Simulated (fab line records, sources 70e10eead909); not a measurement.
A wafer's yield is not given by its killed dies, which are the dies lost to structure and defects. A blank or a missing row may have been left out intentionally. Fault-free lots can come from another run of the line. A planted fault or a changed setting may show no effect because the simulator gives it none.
Chamber matching    flow nand_harc    NHARC_P_GATE_ETCH_104 on rie_diel-06 has 4 sister chambers
The step etches the open film in CF4/CHF3, target depth 60 nm. 15 wafers are shown with their chamber, then 7 later ones without.

== WAFERS, EACH WITH ITS CHAMBER ==
wafer   chamber  drypump_motor_current_A (A)  showerhead_plenum_p_Torr (Torr)  rf_vpp_V (V)
L453.1  0        5.3                          1.57                             370.6
L453.2  1        5.4                          1.48                             368.8
L453.4  3        6.7                          1.66                             371.3
L454.2  0        5.3                          1.56                             371.6
L454.4  1        5.4                          1.48                             368.0
L454.6  3        6.6                          1.66                             373.3
L457.1  1        5.5                          1.48                             368.0
L457.2  3        6.7                          1.66                             373.1
L457.3  0        5.3                          1.56                             371.2
L464.4  3        6.6                          1.65                             374.2
L464.5  0        5.3                          1.56                             370.7
L465.1  2        5.0                          1.66                             373.0
L465.4  0        5.3                          1.56                             371.2
L469.1  2        5.0                          1.65                             371.6
L469.3  1        5.4                          1.48                             367.9

SIGNATURES (averages over the wafers above)
reading                   chamber 0  chamber 1  chamber 2  chamber 3  scatter within a chamber
drypump_motor_current_A   5.300      5.425      5.000      6.650      0.0399
showerhead_plenum_p_Torr  1.5620     1.4800     1.6550     1.6575     0.00432
rf_vpp_V                  371.060    368.175    372.300    372.975    0.775
Rule: distance of a wafer from a chamber = root of the sum over the readings of ((wafer's reading minus chamber's mean) / reading's scatter) squared. The wafer belongs to the nearest chamber; if the next one is less than 2 further off, it can't be placed. The scatter is the square root of a quotient: the sum, over the shown wafers, of each reading's squared deviation from its chamber's mean, divided by wafers minus chambers.

== WAFERS WITH NO CHAMBER GIVEN ==
wafer   drypump_motor_current_A (A)  showerhead_plenum_p_Torr (Torr)  rf_vpp_V (V)
L469.6  5.4                          1.48                             367.3
L471.1  5.3                          1.56                             371.7
L471.2  5.0                          1.65                             373.2
L471.4  5.4                          1.48                             364.9
L472.2  5.0                          1.65                             372.4
L472.3  6.6                          1.65                             372.8
L472.6  5.5                          1.48                             367.1

== THE CHAMBER EACH PASSED THROUGH ==
wafer   from the rows above  in truth
L469.6  1                    1
L471.1  0                    0
L471.2  2                    2
L471.4  1                    1
L472.2  2                    2
L472.3  3                    3
L472.6  1                    1
7 of 7 placed correctly. Not placeable from these rows: 0. Placed wrongly: 0.
